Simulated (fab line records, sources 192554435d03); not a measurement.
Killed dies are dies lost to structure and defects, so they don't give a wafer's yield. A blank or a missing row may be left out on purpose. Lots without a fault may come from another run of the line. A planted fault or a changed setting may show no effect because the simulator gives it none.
fab line records | flow n5_finfet
record lots=5 wafers=15 last_day=15
route steps=1938 shown BEOL_M0@717
lots that met no fault: from a run of the same line without faults
start_h: hours from the record's first day to the start of the lot's first wafer shown | wait_h: hours since the lot's step before | " the same as in the row above | L1.1+2: a row that stands for several wafers | - no value, or no start given | * or withheld: withheld | < > ~ a bound
route shown NAME@n: a module of which the file shows steps, and the number in the route of the first | usual: mean/standard deviation of fault-free wafers | same: alike in all rows | chamber/n: place in a boat | sites: the reading at each site | _std_site: their standard deviation | _edge_site: outer sites' mean less inner sites' | radius_mm: how far each site lies from the wafer's centre | mask NAME#n: copy n | behind: the tool/chamber that last shaped the wafer | hold: why the lot was held/for how many hours/how that ended | device: the transistor (n, p or np) that didn't switch | end of line: the same wafers' tests at the end of the route | a step without rows: its recipe alone | killed: dies lost to structure and defects at the first sort, not the wafer's yield | map: a wafer's dies, x killed, . not, _ none there
set.NAME: the setting as run; set.NAME@STEP: as run at that earlier step | model.NAME: the simulator's own value behind a step, which no gauge read
lots at some steps of the route; a table a step, a row a wafer
services: from which hour (start_h, from the record's first day; less than 0 if before it) a tool's chamber was out of use, for how many hours, and why
## steps
# step N5_BEOL_M0_STRIP_140
# recipe chemistry=CF4 resist=SiARC power_w=300 bias_power_w=75 pressure_mtorr=50 cf4_flow_sccm=150 rf_frequency_hz=6e+07
# usual chamber_pressure_mTorr=50.00/0.065 drypump_motor_current_A=5.6/0.56 oes_product_au=0.81/0.084 rf_fwd_power_W=292.8/0.91 rf_vpp_V=271.5/1.5 showerhead_plenum_p_Torr=1.80/0.053 throttle_valve_pct=13.51/0.23
# columns lot.wafer tool chamber start_h wait_h chamber_pressure_mTorr drypump_motor_current_A oes_product_au rf_fwd_power_W rf_hours_counter_h rf_vpp_V showerhead_plenum_p_Torr throttle_valve_pct
L075.2 rie_diel-04 3 121.32 0.1 50.09 5.5 0.79 293.6 92 270.3 1.81 13.49
L075.3 " 0 " " 49.94 6.2 0.85 293.7 36 271.1 1.83 13.05
L075.6 " 3 " " 49.93 5.5 0.80 293.2 - 272.4 1.81 13.49
L081.1 rie_diel-06 1 162.36 0.1 49.99 5.3 0.91 292.0 11 273.3 1.83 13.45
L081.2 " 0 " " 50.05 5.8 0.71 293.8 198 271.7 1.78 13.62
L081.3 " 2 " " 50.04 6.1 0.85 294.5 35 271.0 1.75 13.36
L083.3 rie_diel-02 3 170.89 0.2 50.04 5.9 0.88 293.4 40 274.8 1.90 13.30
L083.5 " 2 " " 50.00 5.0 0.79 292.7 - 272.1 1.81 13.71
L083.6 " 1 " " 50.01 6.7 0.91 293.7 - 271.7 1.75 13.28
L085.1 rie_diel-06 3 186.93 0.4 50.05 5.0 0.70 292.0 227 269.7 1.77 13.82
L085.5 " 2 " " 49.99 6.1 0.83 292.2 - 268.8 1.75 13.37
L085.6 " 0 " " 50.08 5.8 0.70 292.6 - 270.4 1.78 13.61
L091.1 rie_diel-06 2 219.66 0.5 49.99 6.1 0.82 293.4 57 271.1 1.74 13.44
L091.3 " 3 " " 50.02 5.0 0.70 291.9 240 270.8 1.77 13.87
L091.4 " 3 " " 50.00 5.0 0.71 290.3 - 272.9 1.77 13.87
# step N5_BEOL_M0_STRIP_104
# recipe chemistry=N2/H2 power_w=450 temp_c=40 pressure_mtorr=20 rf_frequency_hz=6e+07 overash_fraction=0.3 bias_power_w=7 h2_frac=0.5 n2_flow_sccm=200 h2_flow_sccm=200
# usual chamber_pressure_mTorr=19.99/0.034 drypump_motor_current_A=5.6/0.56 oes_product_au=0.82/0.09 rf_vpp_V=58.9/1.8 showerhead_plenum_p_Torr=2.55/0.078 throttle_valve_pct=23.64/0.25
# columns lot.wafer tool chamber start_h wait_h chamber_pressure_mTorr drypump_motor_current_A oes_product_au rf_hours_counter_h rf_vpp_V showerhead_plenum_p_Torr throttle_valve_pct
L075.2 rie_diel-04 3 121.34 0.0 20.01 5.5 0.80 92 58.9 2.56 23.67
L075.3 " 0 " " 20.00 6.3 0.86 36 59.1 2.59 22.96
L075.6 " 3 " " 19.98 5.5 0.81 - 56.5 2.56 23.67
L081.1 rie_diel-06 1 162.38 0.0 19.98 5.3 0.93 11 57.7 2.60 23.57
L081.2 " 0 " " 20.02 5.8 0.71 198 56.7 2.52 23.60
L081.3 " 2 " " 19.95 6.0 0.87 35 61.5 2.48 23.65
L083.3 rie_diel-02 3 170.91 0.0 20.02 5.9 0.89 40 63.5 2.70 23.47
L083.5 " 2 " " 20.04 5.0 0.79 - 60.9 2.56 23.97
L083.6 " 1 " " 19.94 6.7 0.93 - 56.2 2.49 23.54
L085.1 rie_diel-06 3 186.95 0.0 20.03 5.0 0.71 227 56.5 2.52 23.93
L085.5 " 2 " " 19.99 6.1 0.85 - 59.6 2.48 23.61
L085.6 " 0 " " 20.00 5.8 0.71 - 60.6 2.52 23.61
L091.1 rie_diel-06 2 219.68 0.0 19.97 6.1 0.84 57 56.9 2.47 23.60
L091.3 " 3 " " 19.97 5.0 0.70 240 58.9 2.51 23.97
L091.4 " 3 " " 19.97 5.0 0.69 - 59.1 2.51 23.97
# step N5_BEOL_M0_WET_ETCH_106
# recipe chemistry=DHF dilution=10:1 temp_c=25 target=SiO2 target_depth_a=1300 dry=ipa_marangoni rinse_time_s=30 rinse_temp_c=23
# usual bath_heat_duty_pct=6.2/0.67
# same rinse_time_s=30
# columns lot.wafer tool chamber start_h wait_h bath_heat_duty_pct
L075.2 wet_bench-06 4 121.41 - 7.5
L075.3 " 7 " " 5.9
L075.6 " 0 " " 4.6
L081.1 wet_bench-05 0 162.45 - 5.4
L081.2 " 7 " " 6.5
L081.3 " 2 " " 5.6
L083.3 wet_bench-01 2 170.97 - 7.3
L083.5 " 1 " " 5.9
L083.6 " 3 " " 5.4
L085.1 wet_bench-01 6 187.02 - 7.5
L085.5 " 1 " " 4.9
L085.6 " 3 " " 6.5
L091.1 wet_bench-06 6 219.87 - 6.8
L091.3 " 7 " " 5.6
L091.4 " 5 " " 5.2
# step N5_BEOL_M0_ETCH_128
# recipe chemistry=CF4/N2 target_depth_a=120 overetch_a=51 target=SiCN time_s=21.4 ion_energy_ev=150 pressure_mtorr=40 source_w=430 bias_w=70 Ar_flow_sccm=100 cf4_flow_sccm=60 n2_flow_sccm=60
# usual bias_w=70.06/0.23 chamber_pressure_mTorr=39.99/0.036 drypump_motor_current_A=5.6/0.52 oes_product_au=0.56/0.057 rf_fwd_power_W=426.0/2 rf_vpp_V=382.5/1.7 showerhead_plenum_p_Torr=2.21/0.059 throttle_valve_pct=15.34/0.23
# columns lot.wafer tool chamber start_h wait_h bias_w chamber_pressure_mTorr drypump_motor_current_A oes_product_au rf_fwd_power_W rf_hours_counter_h rf_vpp_V showerhead_plenum_p_Torr throttle_valve_pct
L075.2 rie_diel-04 2 121.47 0.0 70.02 40.06 5.1 0.64 426.7 24 383.1 2.25 15.08
L075.3 " 3 " " 70.10 39.90 5.5 0.55 422.4 92 383.5 2.23 15.37
L075.6 " 1 " " 70.25 40.01 5.5 0.50 426.3 - 381.7 2.19 15.49
L081.1 rie_diel-06 3 162.51 0.0 70.17 40.00 5.0 0.49 426.9 218 380.9 2.18 15.64
L081.2 " 2 " " 70.06 39.96 6.1 0.59 423.5 35 382.0 2.16 15.29
L081.3 " 1 " " 70.07 39.98 5.3 0.64 422.1 11 383.3 2.25 15.34
L083.3 rie_diel-04 0 171.10 0.1 69.51 40.04 6.2 0.57 420.3 52 383.9 2.25 14.94
L083.5 " 0 " " 69.87 40.01 6.2 0.57 424.5 - 382.5 2.25 14.95
L083.6 " 1 " " 69.94 39.98 5.5 0.49 424.4 - 382.6 2.18 15.53
L085.1 rie_diel-04 3 187.44 0.4 69.75 40.01 5.5 0.54 422.5 114 382.6 2.22 15.40
L085.5 " 0 " " 70.08 40.02 6.2 0.58 423.7 - 381.1 2.25 14.96
L085.6 " 1 " " 69.91 39.96 5.5 0.50 426.8 - 381.6 2.18 15.56
L091.1 rie_diel-06 0 219.98 0.1 69.99 39.98 5.8 0.47 427.5 219 382.4 2.18 15.49
L091.3 " 2 " " 70.00 39.95 6.1 0.57 426.0 57 382.0 2.15 15.33
L091.4 " 0 " " 70.20 40.00 5.8 0.48 428.5 - 382.2 2.18 15.49
# step N5_BEOL_M0_TRENCH_ETCH_107
# recipe chemistry=C4F6/O2 target_depth_a=328 target=SiOC time_s=16.4 ion_energy_ev=250 pressure_mtorr=30 source_w=355 bias_w=185 Ar_flow_sccm=300 C4F6_flow_sccm=10 O2_flow_sccm=10
# usual bias_w=184.9/0.55 chamber_pressure_mTorr=30.003/0.029 drypump_motor_current_A=5.6/0.53 oes_product_au=0.82/0.087 rf_fwd_power_W=349.0/2 rf_vpp_V=664/6.7 showerhead_plenum_p_Torr=2.86/0.076 throttle_valve_pct=20.78/0.2
# columns lot.wafer tool chamber start_h wait_h bias_w chamber_pressure_mTorr drypump_motor_current_A oes_product_au rf_fwd_power_W rf_hours_counter_h rf_vpp_V showerhead_plenum_p_Torr throttle_valve_pct
L075.2 rie_diel-04 2 121.51 0.0 184.6 29.992 5.1 0.95 350.6 24 665 2.91 20.61
L075.3 " 3 " " 185.6 30.015 5.5 0.81 345.8 92 672 2.88 20.86
L075.6 " 1 " " 184.3 30.031 5.5 0.73 348.7 - 659 2.82 20.91
L081.1 rie_diel-06 3 162.55 0.0 186.1 30.000 5.0 0.72 350.6 218 658 2.81 21.00
L081.2 " 2 " " 185.2 29.988 6.1 0.87 346.7 35 664 2.79 20.81
L081.3 " 1 " " 184.6 30.013 5.3 0.93 349.0 11 665 2.91 20.83
L083.3 rie_diel-04 0 171.15 0.0 184.3 29.976 6.3 0.84 346.6 52 674 2.90 20.41
L083.5 " 0 " " 184.9 29.962 6.3 0.85 345.6 - 675 2.90 20.41
L083.6 " 1 " " 184.3 29.960 5.5 0.71 349.5 - 660 2.81 20.93
L085.1 rie_diel-04 3 187.48 0.0 184.2 29.991 5.5 0.79 345.1 114 672 2.87 20.89
L085.5 " 0 " " 184.2 29.968 6.3 0.84 349.4 - 674 2.90 20.42
L085.6 " 1 " " 185.8 30.074 5.5 0.71 348.9 - 659 2.81 20.93
L091.1 rie_diel-06 0 220.02 0.0 184.3 30.000 5.8 0.70 350.2 219 661 2.82 20.84
L091.3 " 2 " " 185.1 29.984 6.1 0.83 351.7 57 662 2.78 20.84
L091.4 " 0 " " 184.9 29.971 5.8 0.71 352.2 - 661 2.82 20.87
# step N5_BEOL_M0_STRIP_142
# recipe chemistry=N2/H2 time_s=10 power_w=450 temp_c=40 pressure_mtorr=20 rf_frequency_hz=6e+07 bias_power_w=7 n2_flow_sccm=200 h2_flow_sccm=200
# usual chamber_pressure_mTorr=20.001/0.019 drypump_motor_current_A=5.6/0.53 oes_product_au=0.81/0.086 rf_vpp_V=59.1/0.95 showerhead_plenum_p_Torr=2.55/0.07 throttle_valve_pct=23.59/0.28
# columns lot.wafer tool chamber start_h wait_h chamber_pressure_mTorr drypump_motor_current_A oes_product_au rf_hours_counter_h rf_vpp_V showerhead_plenum_p_Torr throttle_valve_pct
L075.2 rie_diel-04 2 121.53 0.0 20.007 5.2 0.93 24 61.1 2.58 23.34
L075.3 " 3 " " 20.008 5.5 0.81 92 60.0 2.56 23.69
L075.6 " 1 " " 20.012 5.5 0.72 - 57.6 2.53 23.90
L081.1 rie_diel-06 3 162.58 0.0 19.998 5.0 0.71 218 58.8 2.52 23.93
L081.2 " 2 " " 19.977 6.1 0.86 35 58.0 2.48 23.60
L081.3 " 1 " " 19.984 5.3 0.92 11 57.6 2.60 23.53
L083.3 rie_diel-04 0 171.17 0.0 19.964 6.2 0.85 52 60.6 2.58 23.00
L083.5 " 0 " " 19.989 6.3 0.85 - 58.5 2.58 22.99
L083.6 " 1 " " 19.972 5.5 0.71 - 59.5 2.52 23.91
L085.1 rie_diel-04 3 187.51 0.0 20.032 5.5 0.79 114 57.9 2.55 23.72
L085.5 " 0 " " 20.011 6.3 0.84 - 59.1 2.58 23.01
L085.6 " 1 " " 19.995 5.5 0.71 - 59.1 2.52 23.95
L091.1 rie_diel-06 0 220.05 0.0 20.034 5.8 0.70 219 58.7 2.51 23.63
L091.3 " 2 " " 20.002 6.1 0.83 57 59.1 2.47 23.63
L091.4 " 0 " " 20.013 5.8 0.70 - 57.7 2.51 23.63
# step N5_BEOL_M0_OCD_MEAS_108
# usual trench_depth_nm=32.9/0.58
# columns lot.wafer tool chamber start_h wait_h trench_depth_nm
L075.2 ocd-02 - 121.61 0.1 33.7
L075.3 " - " " 32.7
L075.6 " - " " 32.3
L081.1 ocd-02 - 162.66 0.1 32.6
L081.2 " - " " 32.4
L081.3 " - " " 32.8
L083.3 ocd-02 - 171.25 0.1 33.2
L083.5 " - " " 32.7
L083.6 " - " " 31.7
L085.1 ocd-01 - 187.60 0.1 33.1
L085.5 " - " " 32.9
L085.6 " - " " 32.5
L091.1 ocd-01 - 220.13 0.1 32.9
L091.3 " - " " 32.5
L091.4 " - " " 33.3
# step N5_BEOL_M0_HM_STRIP_129
# recipe chemistry=peroxide_tin_strip material=TiN target_depth_a=170 temp_c=50 time_s=108
# usual bath_heat_duty_pct=6.9/0.83
# columns lot.wafer tool chamber start_h wait_h bath_heat_duty_pct
L075.2 wet_bench-06 3 121.64 0.0 7.4
L075.3 " 1 " " 6.8
L075.6 " 0 " " 5.4
L081.1 wet_bench-01 4 162.69 0.0 6.5
L081.2 " 2 " " 6.2
L081.3 " 3 " " 7.9
L083.3 wet_bench-05 5 171.28 0.0 6.9
L083.5 " 0 " " 7.2
L083.6 " 1 " " 6.8
L085.1 wet_bench-06 6 187.63 0.0 7.6
L085.5 " 3 " " 7.4
L085.6 " 4 " " 7.7
L091.1 wet_bench-05 6 220.18 0.1 7.2
L091.3 " 7 " " 7.2
L091.4 " 3 " " 6.5
# step N5_BEOL_M0_SRD_130
# recipe time_s=30 temp_c=23 rinse_liquid=diw dry=ipa_marangoni
# usual bath_heat_duty_pct=3.6/0.59
# columns lot.wafer tool chamber start_h wait_h bath_heat_duty_pct
L075.2 wet_bench-06 3 121.68 0.0 4.8
L075.3 " 1 " " 3.4
L075.6 " 0 " " 2.5
L081.1 wet_bench-01 4 162.72 0.0 3.3
L081.2 " 2 " " 3.4
L081.3 " 3 " " 3.7
L083.3 wet_bench-05 5 171.32 0.0 2.5
L083.5 " 0 " " 3.4
L083.6 " 1 " " 3.4
L085.1 wet_bench-06 6 187.66 0.0 3.8
L085.5 " 3 " " 4.2
L085.6 " 4 " " 3.8
L091.1 wet_bench-05 6 220.21 0.0 4.6
L091.3 " 7 " " 3.7
L091.4 " 3 " " 2.2
# step N5_BEOL_M0_ETCH_109
# recipe chemistry=CH3F/O2 target_depth_a=80 overetch_a=24 target=SiCN time_s=27.4 ion_energy_ev=120 pressure_mtorr=30 source_w=395 bias_w=75 Ar_flow_sccm=150 CH3F_flow_sccm=30 O2_flow_sccm=20
# usual bias_w=75.02/0.24 chamber_pressure_mTorr=29.999/0.028 drypump_motor_current_A=5.6/0.55 oes_product_au=0.70/0.068 rf_fwd_power_W=393.0/1.1 rf_vpp_V=297.6/1.4 showerhead_plenum_p_Torr=2.01/0.055 throttle_valve_pct=16.25/0.19
# columns lot.wafer tool chamber start_h wait_h bias_w chamber_pressure_mTorr drypump_motor_current_A oes_product_au rf_fwd_power_W rf_hours_counter_h rf_vpp_V showerhead_plenum_p_Torr throttle_valve_pct
L075.2 rie_diel-02 2 121.72 0.0 75.09 30.034 4.9 0.70 394.3 85 297.1 2.01 16.38
L075.3 " 3 " " 75.08 30.014 5.9 0.78 391.6 23 299.7 2.12 15.99
L075.6 " 0 " " 75.15 30.065 5.0 0.59 394.3 - 296.3 1.90 16.62
L081.1 rie_diel-06 0 162.98 0.2 74.97 30.013 5.8 0.60 392.2 198 295.7 1.99 16.34
L081.2 " 1 " " 74.99 30.025 5.3 0.79 393.4 11 297.2 2.05 16.24
L081.3 " 3 " " 75.16 29.978 5.0 0.60 393.3 218 295.1 1.98 16.48
L083.3 rie_diel-02 2 171.36 0.0 75.31 30.005 4.9 0.68 392.4 102 297.2 2.01 16.41
L083.5 " 3 " " 75.14 29.980 5.9 0.75 393.5 - 299.4 2.12 16.01
L083.6 " 2 " " 75.17 29.971 4.9 0.68 392.4 - 297.8 2.01 16.43
L085.1 rie_diel-04 2 187.76 0.1 74.95 29.976 5.2 0.76 392.7 45 298.7 2.04 16.03
L085.5 " 0 " " 75.39 29.996 6.3 0.73 392.0 - 297.7 2.04 15.84
L085.6 " 1 " " 75.47 30.021 5.5 0.62 392.0 - 298.0 1.98 16.43
L091.1 rie_diel-02 3 220.26 0.0 74.69 30.011 5.9 0.74 394.2 57 301.2 2.11 16.06
L091.3 " 0 " " 75.07 29.966 5.0 0.78 395.8 14 299.5 2.14 16.18
L091.4 " 2 " " 74.55 30.032 5.0 0.68 392.6 121 297.7 2.00 16.48
# step N5_BEOL_M0_STRIP_139
# recipe chemistry=post_etch_residue_remover time_s=60 temp_c=25 remover_ph=withheld remover_water_wt_pct=withheld remover_fluoride_wt_pct=withheld
# columns lot.wafer tool chamber start_h wait_h
L075.2+3+6 wet_bench-06 6,4,5 121.83 0.1
L081.1+2+3 wet_bench-01 1,3,0 163.09 0.1
L083.3+5+6 wet_bench-05 0,4,6 171.47 0.1
L085.1+5+6 wet_bench-01 2,0,4 187.87 0.1
L091.1+3+4 wet_bench-06 5,2,4 220.40 0.1
# step N5_BEOL_M0_SRD_111
# recipe time_s=30 temp_c=23 rinse_liquid=diw dry=ipa_marangoni
# usual bath_heat_duty_pct=3.6/0.49
# columns lot.wafer tool chamber start_h wait_h bath_heat_duty_pct
L075.2 wet_bench-06 6 121.84 0.0 3.8
L075.3 " 4 " " 3.6
L075.6 " 5 " " 3.2
L081.1 wet_bench-01 1 163.11 0.0 3.4
L081.2 " 3 " " 3.7
L081.3 " 0 " " 3.0
L083.3 wet_bench-05 0 171.49 0.0 3.9
L083.5 " 4 " " 3.5
L083.6 " 6 " " 3.7
L085.1 wet_bench-01 2 187.89 0.0 3.7
L085.5 " 0 " " 3.4
L085.6 " 4 " " 3.0
L091.1 wet_bench-06 5 220.42 0.0 3.0
L091.3 " 2 " " 3.1
L091.4 " 4 " " 4.0
# step N5_BEOL_M0_DEGAS_112
# recipe ambient=vacuum temp_c=250 time_s=60
# usual heater_power_w=345/44
# columns lot.wafer tool chamber start_h wait_h heater_power_w
L075.2 pvd_sputter-01 - 121.95 0.1 399
L075.3 " - " " 311
L075.6 " - " " 366
L081.1 pvd_sputter-01 - 163.23 0.1 399
L081.2 " - " " 374
L081.3 " - " " 345
L083.3 pvd_sputter-01 - 172.11 0.6 387
L083.5 " - " " 366
L083.6 " - " " 342
L085.1 pvd_sputter-01 - 188.36 0.5 364
L085.5 " - " " 341
L085.6 " - " " 363
L091.1 pvd_sputter-01 - 220.62 0.2 351
L091.3 " - " " 358
L091.4 " - " " 383
# step N5_BEOL_M0_PRE_CLEAN_113
# recipe gas=H2/He time_s=30 temp_c=250
# usual heater_power_w=345/43
# columns lot.wafer tool chamber start_h wait_h heater_power_w
L075.2 pvd_sputter-01 - 121.99 0.0 393
L075.3 " - " " 312
L075.6 " - " " 362
L081.1 pvd_sputter-01 - 163.27 0.0 390
L081.2 " - " " 366
L081.3 " - " " 342
L083.3 pvd_sputter-01 - 172.15 0.0 394
L083.5 " - " " 368
L083.6 " - " " 334
L085.1 pvd_sputter-01 - 188.40 0.0 355
L085.5 " - " " 342
L085.6 " - " " 367
L091.1 pvd_sputter-01 - 220.66 0.0 346
L091.3 " - " " 365
L091.4 " - " " 385
# step N5_BEOL_M0_ALD_136
# recipe material=TaN target_thk_a=* temp_c=275 ald_precursor_family=PDMAT ald_co_reactant=NH3 pressure_torr=3 carrier_flow_sccm=1500 pulse_time_s=2 purge_time_s=3 co_reactant_purge_time_s=2 co_reactant_pulse_time_s=3 ald_cycles=30 precursor_vessel_temp_c=75 precursor_vessel_pressure_torr=26.25 precursor_vessel_carrier_sccm=1000
# usual heater_power_w=426/41 precursor_vessel_carrier_sccm=1000/3.3 precursor_vessel_temp_c=75.01/0.13
# columns lot.wafer tool chamber start_h wait_h heater_power_w precursor_vessel_carrier_sccm precursor_vessel_temp_c
L075.2 ald_metal-01 0 122.05 0.0 438 1000 74.93
L075.3 " 2 " " 319 1004 75.12
L075.6 " 0 " " 414 999 74.83
L081.1 ald_metal-03 2 163.35 0.1 442 999 74.84
L081.2 " 1 " " 493 1004 74.93
L081.3 " 3 " " 421 999 74.92
L083.3 ald_metal-03 0 172.26 0.1 401 997 75.03
L083.5 " 0 " " 398 999 74.79
L083.6 " 3 " " 409 991 75.04
L085.1 ald_metal-02 1 188.69 0.3 425 998 75.09
L085.5 " 1 " " 428 997 75.01
L085.6 " 2 " " 388 997 74.94
L091.1 ald_metal-03 0 220.77 0.1 396 1001 75.08
L091.3 " 3 " " 408 1002 75.11
L091.4 " 1 " " 484 1008 75.01
# step N5_BEOL_M0_SURFACE_TREAT_137
# recipe gas=Ar time_s=* ion_energy_ev=* ion_current_ma_cm2=0.5 pressure_mtorr=* ar_flow_sccm=30
# usual ar_flow_sccm=30.00/0.089 throttle_valve_pct=*
# columns lot.wafer tool chamber start_h wait_h ar_flow_sccm throttle_valve_pct
L075.2 pvd_sputter-01 - 122.28 0.1 30.06 *
L075.3 " - " " 29.94 *
L075.6 " - " " 29.87 *
L081.1 pvd_sputter-03 - 163.58 0.1 29.97 *
L081.2 " - " " 29.99 *
L081.3 " - " " 29.95 *
L083.3 pvd_sputter-02 - 172.78 0.4 29.97 *
L083.5 " - " " 29.94 *
L083.6 " - " " 30.06 *
L085.1 pvd_sputter-03 - 189.00 0.2 29.99 *
L085.5 " - " " 30.10 *
L085.6 " - " " 29.90 *
L091.1 pvd_sputter-01 - 221.04 0.2 30.02 *
L091.3 " - " " 30.09 *
L091.4 " - " " 30.03 *
# step N5_BEOL_M0_CVD_115
# recipe material=Co target_thk_a=* temp_c=withheld precursor=CCTBA/H2 pressure_torr=30 time_s=120
# columns lot.wafer tool chamber start_h wait_h
L075.2+3+6 cvd_co-01 0,0,2 122.34 0.0
L081.1+2+3 cvd_co-02 0,2,1 163.87 0.3
L083.3+5+6 cvd_co-02 1,1,0 172.84 0.0
L085.1+5+6 cvd_co-02 1,0,2 189.29 0.3
L091.1+3+4 cvd_co-02 0,1,0 221.13 0.1
# step N5_BEOL_M0_SPUTTER_116
# recipe material=Cu target_thk_a=40 temp_c=-20 chamber_pressure_pa=0.07 power_w=withheld time_s=7.37
# usual throttle_valve_pct=30.1/0.4
# columns lot.wafer tool chamber start_h wait_h throttle_valve_pct
L075.2 pvd_sputter-01 - 122.48 0.1 30.7
L075.3 " - " " 29.7
L075.6 " - " " 29.6
L081.1 pvd_sputter-03 - 165.50 1.6 29.8
L081.2 " - " " 30.5
L081.3 " - " " 30.2
L083.3 pvd_sputter-02 - 173.00 0.1 29.9
L083.5 " - " " 30.1
L083.6 " - " " 30.3
L085.1 pvd_sputter-01 - 190.36 1.0 31.0
L085.5 " - " " 30.0
L085.6 " - " " 29.6
L091.1 pvd_sputter-01 - 221.36 0.2 30.0
L091.3 " - " " 29.5
L091.4 " - " " 30.3
# step N5_BEOL_M0_ANNEAL_117
# recipe temp_c=400 time_s=60 ambient=vacuum
# usual heater_power_w=850/110
# columns lot.wafer tool chamber start_h wait_h heater_power_w
L075.2 pvd_sputter-01 - 122.56 0.0 786
L075.3 " - " " 963
L075.6 " - " " 1006
L081.1 pvd_sputter-03 - 165.58 0.0 888
L081.2 " - " " 751
L081.3 " - " " 737
L083.3 pvd_sputter-02 - 173.08 0.0 796
L083.5 " - " " 697
L083.6 " - " " 776
L085.1 pvd_sputter-01 - 190.44 0.0 788
L085.5 " - " " 925
L085.6 " - " " 991
L091.1 pvd_sputter-01 - 221.44 0.0 850
L091.3 " - " " 1011
L091.4 " - " " 917
# step N5_BEOL_M0_SPUTTER_132
# recipe material=Cu target_thk_a=40 temp_c=-20 chamber_pressure_pa=0.07 power_w=withheld time_s=7.37
# usual throttle_valve_pct=30.1/0.39
# columns lot.wafer tool chamber start_h wait_h throttle_valve_pct
L075.2 pvd_sputter-01 - 122.60 0.0 30.7
L075.3 " - " " 29.6
L075.6 " - " " 29.6
L081.1 pvd_sputter-03 - 165.62 0.0 29.9
L081.2 " - " " 30.4
L081.3 " - " " 30.3
L083.3 pvd_sputter-02 - 173.12 0.0 30.4
L083.5 " - " " 29.9
L083.6 " - " " 30.1
L085.1 pvd_sputter-01 - 190.48 0.0 30.7
L085.5 " - " " 30.1
L085.6 " - " " 29.5
L091.1 pvd_sputter-01 - 221.48 0.0 29.8
L091.3 " - " " 29.7
L091.4 " - " " 29.8
# step N5_BEOL_M0_ANNEAL_133
# recipe temp_c=400 time_s=60 ambient=vacuum
# usual heater_power_w=850/110
# columns lot.wafer tool chamber start_h wait_h heater_power_w
L075.2 pvd_sputter-01 - 122.68 0.0 782
L075.3 " - " " 976
L075.6 " - " " 983
L081.1 pvd_sputter-03 - 165.70 0.0 884
L081.2 " - " " 735
L081.3 " - " " 750
L083.3 pvd_sputter-02 - 173.20 0.0 761
L083.5 " - " " 715
L083.6 " - " " 768
L085.1 pvd_sputter-01 - 190.56 0.0 798
L085.5 " - " " 916
L085.6 " - " " 953
L091.1 pvd_sputter-01 - 221.56 0.0 836
L091.3 " - " " 975
L091.4 " - " " 930
# step N5_BEOL_M0_SPUTTER_134
# recipe material=Cu target_thk_a=40 temp_c=-20 chamber_pressure_pa=0.07 power_w=withheld time_s=7.37
# usual throttle_valve_pct=30.1/0.41
# columns lot.wafer tool chamber start_h wait_h throttle_valve_pct
L075.2 pvd_sputter-01 - 122.72 0.0 31.1
L075.3 " - " " 29.3
L075.6 " - " " 29.4
L081.1 pvd_sputter-03 - 165.74 0.0 29.8
L081.2 " - " " 30.4
L081.3 " - " " 30.3
L083.3 pvd_sputter-02 - 173.24 0.0 30.3
L083.5 " - " " 30.2
L083.6 " - " " 30.5
L085.1 pvd_sputter-01 - 190.60 0.0 30.7
L085.5 " - " " 29.9
L085.6 " - " " 29.7
L091.1 pvd_sputter-01 - 221.60 0.0 29.9
L091.3 " - " " 29.8
L091.4 " - " " 29.9
# step N5_BEOL_M0_ANNEAL_135
# recipe temp_c=400 time_s=60 ambient=vacuum
# usual heater_power_w=849/110
# columns lot.wafer tool chamber start_h wait_h heater_power_w
L075.2 pvd_sputter-01 - 122.80 0.0 770
L075.3 " - " " 996
L075.6 " - " " 985
L081.1 pvd_sputter-03 - 165.82 0.0 910
L081.2 " - " " 747
L081.3 " - " " 736
L083.3 pvd_sputter-02 - 173.32 0.0 785
L083.5 " - " " 696
L083.6 " - " " 772
L085.1 pvd_sputter-01 - 190.68 0.0 793
L085.5 " - " " 916
L085.6 " - " " 965
L091.1 pvd_sputter-01 - 221.68 0.0 842
L091.3 " - " " 1013
L091.4 " - " " 888
# step N5_BEOL_M0_SPUTTER_141
# recipe material=Cu target_thk_a=40 temp_c=-20 chamber_pressure_pa=0.07 power_w=withheld time_s=7.37
# usual throttle_valve_pct=30.1/0.4
# columns lot.wafer tool chamber start_h wait_h throttle_valve_pct
L075.2 pvd_sputter-01 - 122.84 0.0 30.9
L075.3 " - " " 29.6
L075.6 " - " " 29.7
L081.1 pvd_sputter-03 - 165.86 0.0 29.8
L081.2 " - " " 30.2
L081.3 " - " " 30.4
L083.3 pvd_sputter-02 - 173.36 0.0 30.1
L083.5 " - " " 29.9
L083.6 " - " " 30.4
L085.1 pvd_sputter-01 - 190.72 0.0 30.7
L085.5 " - " " 29.9
L085.6 " - " " 29.4
L091.1 pvd_sputter-01 - 221.72 0.0 29.9
L091.3 " - " " 29.6
L091.4 " - " " 30.1
# step N5_BEOL_M0_ECD_118
# recipe material=Cu target_thk_a=3000
# columns lot.wafer tool chamber start_h wait_h
L075.2+3+6 ecd_cu-02 1 122.96 0.1
L081.1+2+3 ecd_cu-02 1,0,1 165.98 0.1
L083.3+5+6 ecd_cu-02 0,1,0 173.50 0.1
L085.1+5+6 ecd_cu-01 0,0,1 190.83 0.1
L091.1+3+4 ecd_cu-02 1,1,0 221.84 0.1
# step N5_BEOL_M0_ANNEAL_119
# recipe temp_c=225 time_s=90 ambient=N2
# usual wafer_temp_C_max=226.5/0.72
# columns lot.wafer tool chamber start_h wait_h wafer_temp_C_max
L075.2 rtp_anneal-02 0 123.08 0.1 228.3
L075.3 " 0 " " 226.5
L075.6 " 0 " " 227.4
L081.1 rtp_anneal-01 0 166.06 0.1 226.0
L081.2 " 0 " " 225.3
L081.3 " 0 " " 226.0
L083.3 rtp_anneal-01 0 173.67 0.1 225.7
L083.5 " 0 " " 225.5
L083.6 " 0 " " 226.1
L085.1 rtp_anneal-02 0 190.91 0.1 226.9
L085.5 " 0 " " 227.2
L085.6 " 0 " " 226.7
L091.1 rtp_anneal-01 0 221.92 0.1 225.6
L091.3 " 0 " " 225.4
L091.4 " 0 " " 225.4
## services
# columns tool chamber start_h hours kind
rie_diel-06 1 107.30 - clean
rie_diel-06 1 107.30 - consumable_replace:focus_ring
rie_diel-06 1 107.30 20.1 scheduled_down
rie_diel-06 1 107.30 20.1 vent_cycle
rie_diel-04 1 107.47 3.4 repair
pvd_sputter-03 - 118.23 5.8 repair
ecd_cu-02 - 126.48 0.8 repair
cvd_co-01 - 131.37 6.9 pm
rie_diel-06 - 153.59 1.2 repair
rie_diel-02 0 162.16 - clean
rie_diel-02 0 162.16 - consumable_replace:focus_ring
rie_diel-02 0 162.16 - consumable_replace:showerhead
rie_diel-02 0 162.16 13.7 scheduled_down
rie_diel-02 0 162.16 13.7 vent_cycle
pvd_sputter-01 - 164.86 1.5 repair
ald_metal-01 - 166.22 0.4 repair
ecd_cu-01 - 166.53 2.9 repair
rie_diel-06 1 175.24 16.7 repair
ald_metal-03 - 178.01 2.8 pm
pvd_sputter-02 - 187.05 3.7 repair
cvd_co-02 - 193.68 4.3 pm
rie_diel-02 3 196.56 2.4 repair
rie_diel-02 - 217.41 0.9 repair
rie_diel-02 - 221.67 28.1 pm
## key
fault none
